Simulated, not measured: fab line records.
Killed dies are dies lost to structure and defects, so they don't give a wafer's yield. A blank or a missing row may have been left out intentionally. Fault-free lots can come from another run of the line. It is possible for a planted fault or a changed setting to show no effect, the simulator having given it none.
A sampling plan put to the test + flow n5-finfet + one fab line, 73 faults that these records tell of, each judged on the records of the lots that it struck; 3 more are left out, because the records don't allow judging them
The plan consists of the line's own looks: route steps at which the wafer is read by a gauge or an inspection but not changed. A look can be judged if struck wafers have a number there and the file gives its usual mean and standard deviation on fault-free wafers. Caught: a look later than the fault's first step finds the struck wafers' mean 4 or more of those standard deviations (sigma) from the usual mean. On the tool: the test repeated on the tool's own readings taken at the fault's steps. Also counted as caught: the struck wafers showing another recipe, or a record that is empty for them alone.

## THE FAULTS, as the simulator had put them in
1. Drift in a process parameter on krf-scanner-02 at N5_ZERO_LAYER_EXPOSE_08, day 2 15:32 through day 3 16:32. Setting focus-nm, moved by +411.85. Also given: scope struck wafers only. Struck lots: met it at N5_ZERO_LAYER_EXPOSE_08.
2. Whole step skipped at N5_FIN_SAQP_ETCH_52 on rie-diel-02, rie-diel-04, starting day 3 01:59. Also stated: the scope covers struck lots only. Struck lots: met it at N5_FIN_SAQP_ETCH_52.
3. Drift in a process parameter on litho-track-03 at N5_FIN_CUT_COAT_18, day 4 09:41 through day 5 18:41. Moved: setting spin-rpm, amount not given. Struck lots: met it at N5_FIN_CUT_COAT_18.
4. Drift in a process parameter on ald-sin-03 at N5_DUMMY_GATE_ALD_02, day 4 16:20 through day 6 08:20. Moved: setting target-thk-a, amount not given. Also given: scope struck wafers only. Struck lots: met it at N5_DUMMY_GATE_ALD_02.
5. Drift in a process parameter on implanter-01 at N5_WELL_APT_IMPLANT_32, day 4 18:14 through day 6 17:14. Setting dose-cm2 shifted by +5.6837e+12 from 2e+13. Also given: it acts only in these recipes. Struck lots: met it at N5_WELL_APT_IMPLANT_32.
6. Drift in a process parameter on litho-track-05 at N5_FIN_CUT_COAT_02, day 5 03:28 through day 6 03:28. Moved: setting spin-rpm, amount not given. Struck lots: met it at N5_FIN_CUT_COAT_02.
7. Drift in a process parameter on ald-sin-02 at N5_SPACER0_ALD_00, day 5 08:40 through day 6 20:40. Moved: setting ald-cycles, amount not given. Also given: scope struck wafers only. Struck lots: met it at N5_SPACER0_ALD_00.
8. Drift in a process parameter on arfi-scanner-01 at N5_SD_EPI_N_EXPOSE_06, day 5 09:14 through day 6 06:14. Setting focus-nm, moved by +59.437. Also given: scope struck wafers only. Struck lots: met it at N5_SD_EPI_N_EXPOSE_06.
9. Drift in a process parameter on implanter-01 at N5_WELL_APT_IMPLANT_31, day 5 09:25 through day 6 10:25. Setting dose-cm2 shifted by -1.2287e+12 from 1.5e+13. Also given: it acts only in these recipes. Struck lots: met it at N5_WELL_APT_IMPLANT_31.
10. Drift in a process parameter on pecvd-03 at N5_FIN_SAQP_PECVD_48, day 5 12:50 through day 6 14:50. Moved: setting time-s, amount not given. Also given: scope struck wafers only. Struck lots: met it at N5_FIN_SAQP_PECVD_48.
11. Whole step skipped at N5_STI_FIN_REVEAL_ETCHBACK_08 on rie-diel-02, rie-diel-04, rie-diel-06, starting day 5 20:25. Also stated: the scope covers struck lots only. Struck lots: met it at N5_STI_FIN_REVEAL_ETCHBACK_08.
12. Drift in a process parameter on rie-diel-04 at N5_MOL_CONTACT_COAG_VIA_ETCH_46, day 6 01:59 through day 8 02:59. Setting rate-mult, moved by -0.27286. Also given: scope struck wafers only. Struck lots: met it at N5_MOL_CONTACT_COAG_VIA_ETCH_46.
13. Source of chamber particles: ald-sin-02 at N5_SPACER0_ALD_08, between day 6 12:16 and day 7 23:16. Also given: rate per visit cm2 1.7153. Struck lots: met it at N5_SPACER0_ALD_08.
14. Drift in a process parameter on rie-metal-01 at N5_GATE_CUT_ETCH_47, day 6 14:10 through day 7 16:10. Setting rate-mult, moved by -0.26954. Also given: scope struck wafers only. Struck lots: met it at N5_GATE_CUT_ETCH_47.
15. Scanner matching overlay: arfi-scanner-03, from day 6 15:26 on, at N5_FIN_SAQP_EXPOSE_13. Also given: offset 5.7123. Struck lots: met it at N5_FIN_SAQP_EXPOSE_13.
16. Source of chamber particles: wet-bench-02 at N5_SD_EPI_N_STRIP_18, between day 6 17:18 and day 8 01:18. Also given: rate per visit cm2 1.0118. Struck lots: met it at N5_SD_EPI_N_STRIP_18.
17. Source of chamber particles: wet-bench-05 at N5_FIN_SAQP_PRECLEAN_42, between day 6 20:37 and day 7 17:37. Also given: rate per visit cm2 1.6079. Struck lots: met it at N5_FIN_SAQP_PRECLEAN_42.
18. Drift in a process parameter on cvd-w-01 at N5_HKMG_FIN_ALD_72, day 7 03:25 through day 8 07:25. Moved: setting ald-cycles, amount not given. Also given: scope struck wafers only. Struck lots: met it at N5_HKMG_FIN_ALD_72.
19. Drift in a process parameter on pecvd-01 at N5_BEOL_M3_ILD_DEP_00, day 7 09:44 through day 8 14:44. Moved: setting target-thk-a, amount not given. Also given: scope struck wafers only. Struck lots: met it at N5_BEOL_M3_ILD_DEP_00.
20. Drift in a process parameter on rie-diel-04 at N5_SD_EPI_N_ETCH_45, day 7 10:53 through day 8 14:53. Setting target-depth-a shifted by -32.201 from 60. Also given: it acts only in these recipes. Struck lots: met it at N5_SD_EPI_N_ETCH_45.
21. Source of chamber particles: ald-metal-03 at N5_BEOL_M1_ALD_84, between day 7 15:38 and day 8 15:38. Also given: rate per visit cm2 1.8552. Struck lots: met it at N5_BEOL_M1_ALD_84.
22. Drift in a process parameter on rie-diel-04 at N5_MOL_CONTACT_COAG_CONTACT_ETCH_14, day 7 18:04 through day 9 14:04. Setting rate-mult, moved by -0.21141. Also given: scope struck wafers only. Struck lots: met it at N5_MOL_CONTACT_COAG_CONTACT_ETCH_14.
23. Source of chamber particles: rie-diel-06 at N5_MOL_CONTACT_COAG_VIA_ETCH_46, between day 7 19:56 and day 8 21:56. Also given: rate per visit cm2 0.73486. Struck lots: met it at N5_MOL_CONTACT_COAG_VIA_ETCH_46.
24. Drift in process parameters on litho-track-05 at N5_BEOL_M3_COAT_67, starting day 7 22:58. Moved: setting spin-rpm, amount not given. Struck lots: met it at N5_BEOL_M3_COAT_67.
25. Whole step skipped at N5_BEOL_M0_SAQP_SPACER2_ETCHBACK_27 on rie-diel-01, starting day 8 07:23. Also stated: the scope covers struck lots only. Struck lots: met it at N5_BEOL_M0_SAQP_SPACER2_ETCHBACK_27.
26. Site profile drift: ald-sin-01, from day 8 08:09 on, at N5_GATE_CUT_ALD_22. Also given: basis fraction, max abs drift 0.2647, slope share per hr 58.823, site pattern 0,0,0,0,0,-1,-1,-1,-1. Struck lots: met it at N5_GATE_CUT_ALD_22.
27. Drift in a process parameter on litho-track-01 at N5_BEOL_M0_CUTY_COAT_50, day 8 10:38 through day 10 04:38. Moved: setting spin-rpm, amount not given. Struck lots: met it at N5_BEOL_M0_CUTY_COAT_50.
28. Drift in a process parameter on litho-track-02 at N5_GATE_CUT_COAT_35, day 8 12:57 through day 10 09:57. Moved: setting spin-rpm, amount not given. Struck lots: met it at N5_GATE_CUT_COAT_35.
29. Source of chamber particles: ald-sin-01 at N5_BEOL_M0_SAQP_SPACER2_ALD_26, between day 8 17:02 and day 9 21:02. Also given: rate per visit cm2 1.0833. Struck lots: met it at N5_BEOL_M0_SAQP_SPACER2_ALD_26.
30. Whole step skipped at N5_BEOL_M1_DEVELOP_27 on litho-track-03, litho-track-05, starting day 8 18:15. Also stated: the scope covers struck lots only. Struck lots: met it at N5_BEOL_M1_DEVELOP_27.
31. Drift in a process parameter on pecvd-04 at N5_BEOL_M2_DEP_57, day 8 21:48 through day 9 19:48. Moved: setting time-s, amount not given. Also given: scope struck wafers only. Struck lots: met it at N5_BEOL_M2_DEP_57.
32. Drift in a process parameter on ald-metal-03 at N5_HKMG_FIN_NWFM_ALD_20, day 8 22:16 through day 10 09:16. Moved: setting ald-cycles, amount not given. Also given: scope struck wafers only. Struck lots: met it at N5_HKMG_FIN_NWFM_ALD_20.
33. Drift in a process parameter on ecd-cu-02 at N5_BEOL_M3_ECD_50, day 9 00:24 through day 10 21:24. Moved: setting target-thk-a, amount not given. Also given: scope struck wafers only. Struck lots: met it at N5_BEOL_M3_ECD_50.
34. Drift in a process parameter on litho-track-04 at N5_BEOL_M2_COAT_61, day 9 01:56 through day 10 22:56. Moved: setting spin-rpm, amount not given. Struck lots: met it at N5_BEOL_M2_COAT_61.
35. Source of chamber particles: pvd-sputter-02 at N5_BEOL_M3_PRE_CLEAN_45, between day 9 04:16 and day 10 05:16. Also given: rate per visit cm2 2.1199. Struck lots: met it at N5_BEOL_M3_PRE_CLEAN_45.
36. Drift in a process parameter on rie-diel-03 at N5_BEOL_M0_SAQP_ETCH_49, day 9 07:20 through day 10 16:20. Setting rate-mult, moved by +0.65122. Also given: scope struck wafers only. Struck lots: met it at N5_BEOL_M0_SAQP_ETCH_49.
37. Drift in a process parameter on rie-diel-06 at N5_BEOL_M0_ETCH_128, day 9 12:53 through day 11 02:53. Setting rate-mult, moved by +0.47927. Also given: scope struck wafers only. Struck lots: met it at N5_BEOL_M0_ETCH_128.
38. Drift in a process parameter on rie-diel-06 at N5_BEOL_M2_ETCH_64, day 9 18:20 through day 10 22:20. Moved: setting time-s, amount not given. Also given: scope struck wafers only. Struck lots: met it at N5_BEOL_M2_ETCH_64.
39. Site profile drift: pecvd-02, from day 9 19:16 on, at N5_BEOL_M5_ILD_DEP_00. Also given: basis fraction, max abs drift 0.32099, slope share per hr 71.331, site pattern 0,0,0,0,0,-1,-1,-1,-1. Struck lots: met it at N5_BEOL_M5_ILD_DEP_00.
40. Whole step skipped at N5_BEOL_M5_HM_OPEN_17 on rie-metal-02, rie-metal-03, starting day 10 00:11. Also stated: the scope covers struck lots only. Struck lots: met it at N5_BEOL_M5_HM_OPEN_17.
41. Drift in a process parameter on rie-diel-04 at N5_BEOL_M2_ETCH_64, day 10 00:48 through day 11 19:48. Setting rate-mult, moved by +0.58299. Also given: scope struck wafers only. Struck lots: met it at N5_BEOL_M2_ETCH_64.
42. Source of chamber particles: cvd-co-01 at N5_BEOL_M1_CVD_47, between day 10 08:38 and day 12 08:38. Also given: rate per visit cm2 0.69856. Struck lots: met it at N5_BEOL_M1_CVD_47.
43. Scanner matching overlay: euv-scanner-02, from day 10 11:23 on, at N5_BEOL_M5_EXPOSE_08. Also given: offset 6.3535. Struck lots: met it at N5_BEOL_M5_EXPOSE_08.
44. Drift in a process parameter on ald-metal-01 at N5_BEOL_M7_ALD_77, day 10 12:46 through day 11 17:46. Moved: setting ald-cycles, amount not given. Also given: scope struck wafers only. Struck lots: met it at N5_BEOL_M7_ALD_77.
45. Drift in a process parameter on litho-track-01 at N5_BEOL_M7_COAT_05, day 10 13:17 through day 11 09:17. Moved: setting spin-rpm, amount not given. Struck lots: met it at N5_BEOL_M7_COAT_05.
46. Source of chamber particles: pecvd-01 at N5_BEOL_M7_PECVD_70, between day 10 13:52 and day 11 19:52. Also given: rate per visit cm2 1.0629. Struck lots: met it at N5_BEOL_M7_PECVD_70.
47. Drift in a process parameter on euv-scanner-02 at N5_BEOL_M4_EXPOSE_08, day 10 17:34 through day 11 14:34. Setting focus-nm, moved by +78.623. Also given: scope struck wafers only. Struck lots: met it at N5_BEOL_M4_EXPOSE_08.
48. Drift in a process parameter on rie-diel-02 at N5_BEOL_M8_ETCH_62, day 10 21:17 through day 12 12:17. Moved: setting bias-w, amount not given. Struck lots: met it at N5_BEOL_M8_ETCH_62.
49. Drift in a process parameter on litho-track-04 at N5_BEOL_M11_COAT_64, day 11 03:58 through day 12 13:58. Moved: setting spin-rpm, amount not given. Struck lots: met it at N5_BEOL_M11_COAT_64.
50. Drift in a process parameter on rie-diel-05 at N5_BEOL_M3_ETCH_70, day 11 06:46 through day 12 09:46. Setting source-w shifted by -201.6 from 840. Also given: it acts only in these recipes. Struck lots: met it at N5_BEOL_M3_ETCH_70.
51. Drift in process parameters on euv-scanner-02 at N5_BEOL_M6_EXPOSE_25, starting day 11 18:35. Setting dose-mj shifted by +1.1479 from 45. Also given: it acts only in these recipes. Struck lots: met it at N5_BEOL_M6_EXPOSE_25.
52. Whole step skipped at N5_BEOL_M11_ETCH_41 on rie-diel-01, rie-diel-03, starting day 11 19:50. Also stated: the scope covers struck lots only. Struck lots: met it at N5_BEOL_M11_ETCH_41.
53. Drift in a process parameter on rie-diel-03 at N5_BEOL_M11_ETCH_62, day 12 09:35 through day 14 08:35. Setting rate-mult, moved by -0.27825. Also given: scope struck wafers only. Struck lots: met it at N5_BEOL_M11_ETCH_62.
54. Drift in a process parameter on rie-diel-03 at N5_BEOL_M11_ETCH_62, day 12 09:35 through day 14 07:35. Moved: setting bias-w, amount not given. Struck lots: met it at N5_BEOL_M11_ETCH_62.
55. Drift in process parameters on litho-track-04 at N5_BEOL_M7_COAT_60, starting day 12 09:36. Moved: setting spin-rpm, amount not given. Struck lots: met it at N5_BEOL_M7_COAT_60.
56. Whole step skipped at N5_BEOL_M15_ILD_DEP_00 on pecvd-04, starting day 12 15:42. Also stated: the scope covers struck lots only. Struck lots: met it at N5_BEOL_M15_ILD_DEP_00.
57. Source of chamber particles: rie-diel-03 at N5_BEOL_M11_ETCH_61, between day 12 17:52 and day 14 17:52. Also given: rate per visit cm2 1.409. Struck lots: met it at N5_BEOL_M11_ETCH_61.
58. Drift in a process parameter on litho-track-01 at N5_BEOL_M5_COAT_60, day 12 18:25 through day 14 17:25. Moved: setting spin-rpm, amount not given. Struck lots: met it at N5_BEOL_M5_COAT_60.
59. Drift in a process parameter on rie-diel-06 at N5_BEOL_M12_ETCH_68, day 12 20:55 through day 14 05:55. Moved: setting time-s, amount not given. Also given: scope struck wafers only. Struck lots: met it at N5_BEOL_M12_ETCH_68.
60. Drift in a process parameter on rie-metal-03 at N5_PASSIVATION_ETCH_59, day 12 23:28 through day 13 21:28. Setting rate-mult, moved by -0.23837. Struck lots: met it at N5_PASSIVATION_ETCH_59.
61. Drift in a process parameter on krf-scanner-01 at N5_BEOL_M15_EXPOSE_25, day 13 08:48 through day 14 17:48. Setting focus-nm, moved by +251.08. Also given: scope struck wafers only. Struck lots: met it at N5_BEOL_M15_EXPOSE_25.
62. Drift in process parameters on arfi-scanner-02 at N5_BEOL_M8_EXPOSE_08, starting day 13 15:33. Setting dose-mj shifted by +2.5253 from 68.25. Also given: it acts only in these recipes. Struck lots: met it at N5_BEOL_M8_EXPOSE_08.
63. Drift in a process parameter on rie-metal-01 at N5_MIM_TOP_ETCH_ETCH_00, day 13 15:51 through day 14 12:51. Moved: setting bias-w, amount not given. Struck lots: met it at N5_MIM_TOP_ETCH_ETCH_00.
64. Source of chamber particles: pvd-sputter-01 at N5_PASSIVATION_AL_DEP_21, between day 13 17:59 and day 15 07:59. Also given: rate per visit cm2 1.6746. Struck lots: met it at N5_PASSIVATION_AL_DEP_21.
65. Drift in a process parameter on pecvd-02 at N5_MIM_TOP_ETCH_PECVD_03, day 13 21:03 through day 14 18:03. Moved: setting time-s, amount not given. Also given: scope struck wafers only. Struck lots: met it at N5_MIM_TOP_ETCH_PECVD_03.
66. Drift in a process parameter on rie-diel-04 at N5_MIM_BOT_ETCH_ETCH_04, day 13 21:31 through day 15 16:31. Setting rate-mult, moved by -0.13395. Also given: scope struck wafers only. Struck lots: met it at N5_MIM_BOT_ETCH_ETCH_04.
67. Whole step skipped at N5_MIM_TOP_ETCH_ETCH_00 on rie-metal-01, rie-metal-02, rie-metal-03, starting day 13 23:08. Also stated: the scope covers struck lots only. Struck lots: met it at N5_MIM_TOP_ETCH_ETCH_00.
68. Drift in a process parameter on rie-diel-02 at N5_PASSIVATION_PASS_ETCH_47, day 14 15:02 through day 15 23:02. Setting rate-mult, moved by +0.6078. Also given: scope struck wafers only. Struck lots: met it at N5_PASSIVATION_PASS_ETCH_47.
69. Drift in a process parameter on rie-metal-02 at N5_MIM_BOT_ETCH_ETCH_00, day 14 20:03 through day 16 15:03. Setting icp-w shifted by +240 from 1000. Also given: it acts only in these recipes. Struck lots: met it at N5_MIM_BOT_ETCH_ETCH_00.
70. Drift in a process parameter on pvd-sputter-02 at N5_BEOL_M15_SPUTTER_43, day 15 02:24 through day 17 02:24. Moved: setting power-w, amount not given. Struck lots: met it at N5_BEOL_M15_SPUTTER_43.
71. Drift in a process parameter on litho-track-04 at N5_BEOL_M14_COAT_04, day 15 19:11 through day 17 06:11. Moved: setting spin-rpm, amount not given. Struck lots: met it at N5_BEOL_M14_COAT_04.
72. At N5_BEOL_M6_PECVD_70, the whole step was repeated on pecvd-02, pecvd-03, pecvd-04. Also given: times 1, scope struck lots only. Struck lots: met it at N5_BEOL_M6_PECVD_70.
73. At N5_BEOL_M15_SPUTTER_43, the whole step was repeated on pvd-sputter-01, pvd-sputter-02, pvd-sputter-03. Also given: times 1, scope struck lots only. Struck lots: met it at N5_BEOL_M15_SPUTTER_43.

## WHAT THE PLAN SAW
| fault | on the tool itself                                  | first look that catches it                      | reading, sigma                                      | median hours from its first step to that look | hours from the fault's start to the first struck lot there | judged looks passed uncaught |
|-------|-----------------------------------------------------|-------------------------------------------------|-----------------------------------------------------|-----------------------------------------------|------------------------------------------------------------|------------------------------|
| 1     | no reading that can be judged                       | N5_ZERO_LAYER_CD_MEAS_11                        | cd-nm +14                                           | 0.2                                           | 3                                                          | 0                            |
| 2     | the tool's record is blank for the struck wafers    | no look after it can be judged                  | -                                                   | -                                             | -                                                          | 0                            |
| 3     | spin-speed-rpm +99 or beyond sigma                  | not the one look that can be judged after it    | -                                                   | -                                             | -                                                          | 1                            |
| 4     | under 2 sigma                                       | N5_BEOL_M4_RC_MEAS_101                          | EOT_N +56                                           | 123.1                                         | 123                                                        | 0                            |
| 5     | dose-ions-cm2 +99 or beyond sigma                   | N5_BEOL_M4_RC_MEAS_101                          | CJ_N +8.1                                           | 148.2                                         | 162                                                        | 0                            |
| 6     | spin-speed-rpm -99 or beyond sigma                  | not the one look that can be judged after it    | -                                                   | -                                             | -                                                          | 1                            |
| 7     | under 2 sigma                                       | N5_BEOL_M4_RC_MEAS_101                          | DIBL_N +7.1                                         | 106.3                                         | 110                                                        | 0                            |
| 8     | under 2 sigma                                       | none of the 2 looks that can be judged after it | strongest: cd-nm at N5_SD_EPI_N_CD_MEAS_09, +2.7    | -                                             | -                                                          | 2                            |
| 9     | dose-ions-cm2 -67 sigma                             | N5_BEOL_M4_RC_MEAS_101                          | RS_PWELL +8.0                                       | 147.7                                         | 150                                                        | 1                            |
| 10    | under 2 sigma                                       | not the one look that can be judged after it    | -                                                   | -                                             | -                                                          | 1                            |
| 11    | the tool's record is blank for the struck wafers    | N5_STI_FIN_REVEAL_FIN_H_MEAS_10                 | trench-depth-nm -39                                 | 3.0                                           | 6                                                          | 0                            |
| 12    | under 2 sigma                                       | no look after it can be judged                  | -                                                   | -                                             | -                                                          | 0                            |
| 13    | under 2 sigma                                       | N5_SPACER0_INSPECT_04                           | raw-defect-count +41                                | 0.2                                           | 5                                                          | 0                            |
| 14    | under 2 sigma                                       | none of the 2 looks that can be judged after it | -                                                   | -                                             | -                                                          | 2                            |
| 15    | no reading that can be judged                       | N5_FIN_SAQP_OVL_MEAS_17                         | FIN_CORE_OVL +7.9                                   | 0.2                                           | 12                                                         | 0                            |
| 16    | under 2 sigma                                       | N5_SD_EPI_N_INSPECT_26                          | raw-defect-count +16                                | 3.1                                           | 12                                                         | 0                            |
| 17    | no reading that can be judged                       | N5_FIN_SAQP_INSPECT_18                          | raw-defect-count +7.9                               | 1.6                                           | 7                                                          | 1                            |
| 18    | under 2 sigma                                       | not the one look that can be judged after it    | -                                                   | -                                             | -                                                          | 1                            |
| 19    | under 2 sigma                                       | N5_BEOL_M3_THK_MEAS_01                          | M3_ILD_THK +36                                      | 0.1                                           | 2                                                          | 0                            |
| 20    | under 2 sigma                                       | not the one look that can be judged after it    | strongest: REXT_N at N5_BEOL_M4_RC_MEAS_101, +2.8   | -                                             | -                                                          | 1                            |
| 21    | under 2 sigma                                       | none of the 2 looks that can be judged after it | -                                                   | -                                             | -                                                          | 2                            |
| 22    | under 2 sigma                                       | N5_BEOL_M4_RC_MEAS_101                          | RC_P +36                                            | 78.7                                          | 107                                                        | 1                            |
| 23    | under 2 sigma                                       | N5_MOL_CONTACT_COAG_INSPECT_42                  | raw-defect-count +7.9                               | 0.8                                           | 6                                                          | 0                            |
| 24    | spin-speed-rpm -99 or beyond sigma                  | not the one look that can be judged after it    | -                                                   | -                                             | -                                                          | 1                            |
| 25    | the tool's record is blank for the struck wafers    | no look after it can be judged                  | -                                                   | -                                             | -                                                          | 0                            |
| 26    | under 2 sigma                                       | none of the 2 looks that can be judged after it | -                                                   | -                                             | -                                                          | 2                            |
| 27    | spin-speed-rpm -99 or beyond sigma                  | not the one look that can be judged after it    | -                                                   | -                                             | -                                                          | 1                            |
| 28    | spin-speed-rpm +65 sigma                            | none of the 4 looks that can be judged after it | -                                                   | -                                             | -                                                          | 4                            |
| 29    | under 2 sigma                                       | N5_BEOL_M0_SAQP_INSPECT_42                      | raw-defect-count +9.9                               | 1.2                                           | 8                                                          | 1                            |
| 30    | no reading that can be judged                       | no look after it can be judged                  | -                                                   | -                                             | -                                                          | 0                            |
| 31    | under 2 sigma                                       | none of the 3 looks that can be judged after it | strongest: M3_RS at N5_BEOL_M3_RS_MEAS_58, +3.8     | -                                             | -                                                          | 3                            |
| 32    | only faintly: precursor-pulse-height-rel +2.1 sigma | N5_BEOL_M4_RC_MEAS_101                          | IOFF_N_LONG +31                                     | 91.4                                          | 116                                                        | 0                            |
| 33    | no reading that can be judged                       | not the one look that can be judged after it    | -                                                   | -                                             | -                                                          | 1                            |
| 34    | spin-speed-rpm -99 or beyond sigma                  | not the one look that can be judged after it    | -                                                   | -                                             | -                                                          | 1                            |
| 35    | under 2 sigma                                       | no look after it can be judged                  | -                                                   | -                                             | -                                                          | 0                            |
| 36    | only faintly: oes-product-au +3.1 sigma             | not the one look that can be judged after it    | -                                                   | -                                             | -                                                          | 1                            |
| 37    | under 2 sigma                                       | not the one look that can be judged after it    | -                                                   | -                                             | -                                                          | 1                            |
| 38    | under 2 sigma                                       | N5_BEOL_M2_CD_MEAS_18                           | cd-nm +4.0                                          | 0.4                                           | 8                                                          | 0                            |
| 39    | under 2 sigma                                       | N5_BEOL_M5_THK_MEAS_01                          | M5_ILD_THK -11                                      | 0.6                                           | 5                                                          | 0                            |
| 40    | the tool's record is blank for the struck wafers    | no look after it can be judged                  | -                                                   | -                                             | -                                                          | 0                            |
| 41    | under 2 sigma                                       | N5_BEOL_M2_CD_MEAS_18                           | cd-nm +4.7                                          | 0.4                                           | 18                                                         | 0                            |
| 42    | no reading that can be judged                       | none of the 3 looks that can be judged after it | -                                                   | -                                             | -                                                          | 3                            |
| 43    | under 2 sigma                                       | N5_BEOL_M5_OVL_MEAS_12                          | M5_OVL +10                                          | 0.2                                           | 10                                                         | 0                            |
| 44    | under 2 sigma                                       | not the one look that can be judged after it    | strongest: SERP_M7 at N5_BEOL_M15_RC_MEAS_101, +3.0 | -                                             | -                                                          | 1                            |
| 45    | spin-speed-rpm +61 sigma                            | none of the 3 looks that can be judged after it | -                                                   | -                                             | -                                                          | 3                            |
| 46    | under 2 sigma                                       | N5_BEOL_M7_INSPECT_13                           | raw-defect-count +7.2                               | 1.9                                           | 4                                                          | 0                            |
| 47    | no reading that can be judged                       | none of the 2 looks that can be judged after it | -                                                   | -                                             | -                                                          | 2                            |
| 48    | bias-w -20 sigma                                    | no look after it can be judged                  | -                                                   | -                                             | -                                                          | 0                            |
| 49    | spin-speed-rpm +86 sigma                            | no look after it can be judged                  | -                                                   | -                                             | -                                                          | 0                            |
| 50    | rf-fwd-power-W -67 sigma                            | not the one look that can be judged after it    | -                                                   | -                                             | -                                                          | 1                            |
| 51    | exposure-dose-mJ-cm2 +24 sigma                      | none of the 2 looks that can be judged after it | strongest: cd-nm at N5_BEOL_M6_CD_MEAS_28, +2.8     | -                                             | -                                                          | 2                            |
| 52    | the tool's record is blank for the struck wafers    | no look after it can be judged                  | -                                                   | -                                             | -                                                          | 0                            |
| 53    | under 2 sigma                                       | N5_BEOL_M11_OCD_MEAS_38                         | trench-depth-nm -54                                 | 2.4                                           | 7                                                          | 0                            |
| 54    | bias-w +16 sigma                                    | no look after it can be judged                  | -                                                   | -                                             | -                                                          | 0                            |
| 55    | spin-speed-rpm -70 sigma                            | no look after it can be judged                  | -                                                   | -                                             | -                                                          | 0                            |
| 56    | the tool's record is blank for the struck wafers    | no look after it can be judged                  | -                                                   | -                                             | -                                                          | 0                            |
| 57    | under 2 sigma                                       | N5_BEOL_M11_INSPECT_30                          | raw-defect-count +9.4                               | 1.2                                           | 5                                                          | 0                            |
| 58    | spin-speed-rpm -99 or beyond sigma                  | no look after it can be judged                  | -                                                   | -                                             | -                                                          | 0                            |
| 59    | run-length-s -23 sigma                              | no look after it can be judged                  | -                                                   | -                                             | -                                                          | 0                            |
| 60    | only faintly: throttle-valve-pct +3.4 sigma         | not the one look that can be judged after it    | -                                                   | -                                             | -                                                          | 1                            |
| 61    | no reading that can be judged                       | N5_BEOL_M15_CD_MEAS_28                          | cd-nm +57                                           | 0.2                                           | 19                                                         | 0                            |
| 62    | exposure-dose-mJ-cm2 +31 sigma                      | none of the 2 looks that can be judged after it | strongest: cd-nm at N5_BEOL_M8_CD_MEAS_11, +3.4     | -                                             | -                                                          | 2                            |
| 63    | bias-w +59 sigma                                    | no look after it can be judged                  | -                                                   | -                                             | -                                                          | 0                            |
| 64    | under 2 sigma                                       | no look after it can be judged                  | -                                                   | -                                             | -                                                          | 0                            |
| 65    | under 2 sigma                                       | no look after it can be judged                  | -                                                   | -                                             | -                                                          | 0                            |
| 66    | under 2 sigma                                       | no look after it can be judged                  | -                                                   | -                                             | -                                                          | 0                            |
| 67    | the tool's record is blank for the struck wafers    | no look after it can be judged                  | -                                                   | -                                             | -                                                          | 0                            |
| 68    | only faintly: oes-product-au +2.6 sigma             | no look after it can be judged                  | -                                                   | -                                             | -                                                          | 0                            |
| 69    | rf-fwd-power-W +71 sigma                            | no look after it can be judged                  | -                                                   | -                                             | -                                                          | 0                            |
| 70    | cathode-dc-power-W +99 or beyond sigma              | not the one look that can be judged after it    | -                                                   | -                                             | -                                                          | 1                            |
| 71    | spin-speed-rpm -99 or beyond sigma                  | N5_BEOL_M14_CD_MEAS_10                          | cd-nm -4.2                                          | 0.3                                           | 6                                                          | 0                            |
| 72    | under 2 sigma                                       | no look after it can be judged                  | -                                                   | -                                             | -                                                          | 0                            |
| 73    | under 2 sigma                                       | no look after it can be judged                  | -                                                   | -                                             | -                                                          | 0                            |
A dash: the fault isn't caught, or these records don't give the number.

Caught at a look: 24 of 73. Caught on the tool: 29 of 73. By one or the other: 49 of 73.
Faults caught by the tool alone: 2, 3, 6, 24, 25, 27, 28, 34, 40, 45, 48, 49, 50, 51, 52, 54, 55, 56, 58, 59, 62, 63, 67, 69, 70.
Caught at a look alone: faults 1, 4, 7, 13, 15, 16, 17, 19, 22, 23, 29, 32, 38, 39, 41, 43, 46, 53, 57, 61.
Caught by neither: faults 8, 10, 12, 14, 18, 20, 21, 26, 30, 31, 33, 35, 36, 37, 42, 44, 47, 60, 64, 65, 66, 68, 72, 73.

## THINNER SAMPLING
Were the look that catches a fault to measure just every second or every third lot (counted by lot number), the first struck lot would, at worst, be measured this late:
| fault | struck lots at that look, in order of time | every lot | every second lot | every third lot |
|-------|--------------------------------------------|-----------|------------------|-----------------|
| 1     | L539, L542                                 | 3 h       | 21 h             | may miss all 2  |
| 4     | L905, L907                                 | 123 h     | may miss all 2   | may miss all 2  |
| 5     | L467, L469                                 | 162 h     | may miss all 2   | may miss all 2  |
| 7     | L239, L242                                 | 110 h     | 143 h            | may miss all 2  |
| 9     | L545, L546                                 | 150 h     | 163 h            | may miss all 2  |
| 11    | L361, L362, L363                           | 6 h       | 10 h             | 17 h            |
| 13    | L986, L987                                 | 5 h       | 12 h             | may miss all 2  |
| 15    | L156, L157                                 | 12 h      | 18 h             | may miss all 2  |
| 16    | L381, L382                                 | 12 h      | 17 h             | may miss all 2  |
| 17    | L638, L640                                 | 7 h       | may miss all 2   | may miss all 2  |
| 19    | L176, L180                                 | 2 h       | may miss all 2   | may miss all 2  |
| 22    | L532, L534                                 | 107 h     | may miss all 2   | may miss all 2  |
| 23    | L221, L222                                 | 6 h       | 14 h             | may miss all 2  |
| 29    | L790, L791                                 | 8 h       | 19 h             | may miss all 2  |
| 32    | L363                                       | 116 h     | may miss it      | may miss it     |
| 38    | L480                                       | 8 h       | may miss it      | may miss it     |
| 39    | L268, L273                                 | 5 h       | 54 h             | may miss all 2  |
| 41    | L809, L811, L812                           | 18 h      | 27 h             | may miss all 3  |
| 43    | L539, L541, L543                           | 10 h      | may miss all 3   | 39 h            |
| 46    | L172, L173, L176                           | 4 h       | 7 h              | may miss all 3  |
| 53    | L938, L939                                 | 7 h       | 14 h             | may miss all 2  |
| 57    | L493, L497                                 | 5 h       | may miss all 2   | may miss all 2  |
| 61    | L910                                       | 19 h      | may miss it      | may miss it     |
| 71    | L743, L742                                 | 6 h       | 10 h             | may miss all 2  |
Hours: fault start to first struck lot measured. The limit of 4 sigma was tested on all struck wafers together, so one lot alone may lie under it. Other struck lots may not be in these records.

## THE LONGEST TIMED WAY FROM STEP TO LOOK
Fault 5: a median of 148.2 hours passes between N5_WELL_APT_IMPLANT_32 and N5_BEOL_M4_RC_MEAS_101. No look between them can be judged.
